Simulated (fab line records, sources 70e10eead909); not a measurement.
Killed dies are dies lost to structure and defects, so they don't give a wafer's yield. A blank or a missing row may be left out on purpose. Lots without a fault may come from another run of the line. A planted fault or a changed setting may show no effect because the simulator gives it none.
A struck lot beside a sound one | flow nand_harc | 26 steps out of a route of 1302
Sound: wafers L498.2, L498.4, L498.5. Struck: wafer L490.3. (L490.6 of the same lot was not struck and is left out.) The cause comes at the end.
At each step with rows: each side's tool, then ch and its chambers, then its first start. Under that, the readings that differ: sound wafers | struck wafers | difference of the means | sigmas: that difference in standard deviations of wafers without a fault.
alike: readings whose means differ by less than 2 such deviations, and words and numbers that are the same on both sides. not compared: withheld readings, readings that some wafer has no value for, bounds like >300 that may hide the same value, and numbers for which the record gives no deviation and whose values overlap.
The two part at a step that has a row with sigmas, a row that says differs or no value, or rows on one side only. Numbers that don't overlap but have no deviation are shown without sigmas and don't part them. A reading that every wafer of one side lacks parts them only if that side has two wafers or more.

first, 3 steps without rows for these wafers: NHARC_A_SGD_CUT_SRD_19; NHARC_A_SGD_CUT_DEP_20 (deposits SiO2, target thk 150 nm); NHARC_A_SGD_CUT_ANNEAL_27 (time 1800 s).
NHARC_A_SGD_CUT_CMP_21: polishes, target thk 148.19 nm.
  sound on cmp-01 ch 0,1, day 27 06:26; struck on cmp-02 ch 2, day 24 01:35
  alike: motor_current_A, retaining_ring_pressure_frac, time_to_endpoint_s
NHARC_A_SGD_CUT_THK_MEAS_22: measures by ellipsometry.
  sound on film_metro-01, day 27 06:40; struck on film_metro-01, day 24 01:49
  alike: thk_nm
then, 2 steps without rows for these wafers: NHARC_A_SGD_CUT_SRD_23; NHARC_A_SGD_CUT_ETCH_26 (etches SiO2 in dHF, target depth 45.8 nm).
NHARC_A_SGD_CUT_ETCHBACK_24: etches the open film in CH3F/O2, target depth 50 nm, time 92.857 s.
  sound on rie_diel-05 ch 1,3, day 27 06:53; struck on rie_diel-10 ch 1, day 24 02:05
  alike: drypump_motor_current_A, oes_product_au, rf_vpp_V, showerhead_plenum_p_Torr, throttle_valve_pct
  not compared: rf_hours_counter_h
then, 1 step without rows for these wafers: NHARC_A_SGD_CUT_STRIP_28 (strips in O2, time 20 s).
NHARC_A_SGD_CUT_INSPECT_25:
  sound on defect_inspect-02, day 27 07:08; struck on defect_inspect-02, day 24 02:17
  alike: raw_defect_count
NHARC_A_SLIT_DEP_25: deposits SiO2, target thk 200 nm.
  sound on pecvd-03 ch 0,1,2, day 27 07:14; struck on pecvd-02 ch 1, day 24 02:21
  alike: heater_power_w, showerhead_vpp_V, throttle_valve_pct
  not compared: since_wet_clean_h
NHARC_A_SLIT_DEP_00: deposits aC, target thk 6200 nm.
  sound on acl_dep-02 ch 0, day 27 08:10; struck on acl_dep-02 ch 0, day 24 03:56
  alike: throttle_valve_pct
NHARC_A_SLIT_DEP_23: deposits SiON, target thk 100 nm.
  sound on pecvd-03 ch 1,2, day 27 11:21; struck on pecvd-02 ch 2, day 24 06:31
  reading              | sound          | struck | difference | sigmas
  showerhead_vpp_V (V) | 1088 1084 1175 | 1263   | +147       | +3
  alike: heater_power_w
  not compared: since_wet_clean_h
then, 8 steps without rows for these wafers: NHARC_A_SLIT_DEHYDRATE_01 (time 120 s); NHARC_A_SLIT_HMDS_02 (time 30 s); NHARC_A_SLIT_COAT_03 (resist thk 90 nm); NHARC_A_SLIT_SOFTBAKE_04 (time 55 s); NHARC_A_SLIT_EBR_05; NHARC_A_SLIT_EXPOSE_06 (exposes mask SLIT); NHARC_A_SLIT_PEB_07 (peb time 65 s); NHARC_A_SLIT_DEVELOP_08 (develop time 35 s).
NHARC_A_SLIT_CD_MEAS_09: target cd 300 nm.
  sound on cd_sem-01 ch 0, day 27 12:00; struck on cd_sem-02 ch 0, day 24 07:08
  alike: cd_nm
NHARC_A_SLIT_OVL_MEAS_10:
  sound on overlay-02, day 27 12:05; struck on overlay-02, day 24 07:13
  reading           | sound       | struck | difference | sigmas
  overlay_x_nm (nm) | 1.3 1.7 2.4 | -1.0   | -2.8       | -3
  alike: overlay_y_nm
NHARC_A_SLIT_INSPECT_11:
  sound on defect_inspect-02, day 27 12:07; struck on defect_inspect-01, day 24 07:26
  reading          | sound    | struck | difference | sigmas
  raw_defect_count | 51 41 58 | 347    | +297       | +10
  not compared: hold
NHARC_A_SLIT_DESCUM_14: chemistry O2, time 3 s.
  sound on rie_diel-04 ch 0,2, day 27 12:11; struck on rie_diel-04 ch 3, day 24 17:19
  reading | sound | struck                   | difference                   | sigmas
  hold    | - - - | await_dispo/9.8h/release | no value on the sound wafers |
  alike: drypump_motor_current_A, oes_product_au, rf_vpp_V, showerhead_plenum_p_Torr, throttle_valve_pct
  not compared: rf_hours_counter_h
-- the record jumps here: 6 days lie between the struck wafers' starts before and after (it left off in module A_SLIT and takes up again in module END, whose first step shown is number 1302 of the route) --
NHARC_END_SORT_01:
  the record has rows for the struck wafers here (prober-01 ch 0, day 30 10:07) and none for the sound ones

WHERE THEY PART
First at NHARC_A_SLIT_DEP_23; last, within this record, at NHARC_END_SORT_01.

WHY: what the simulator had put in
Chamber particle source: pecvd-02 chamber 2, from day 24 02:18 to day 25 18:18, at NHARC_A_SLIT_DEP_23. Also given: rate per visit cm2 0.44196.
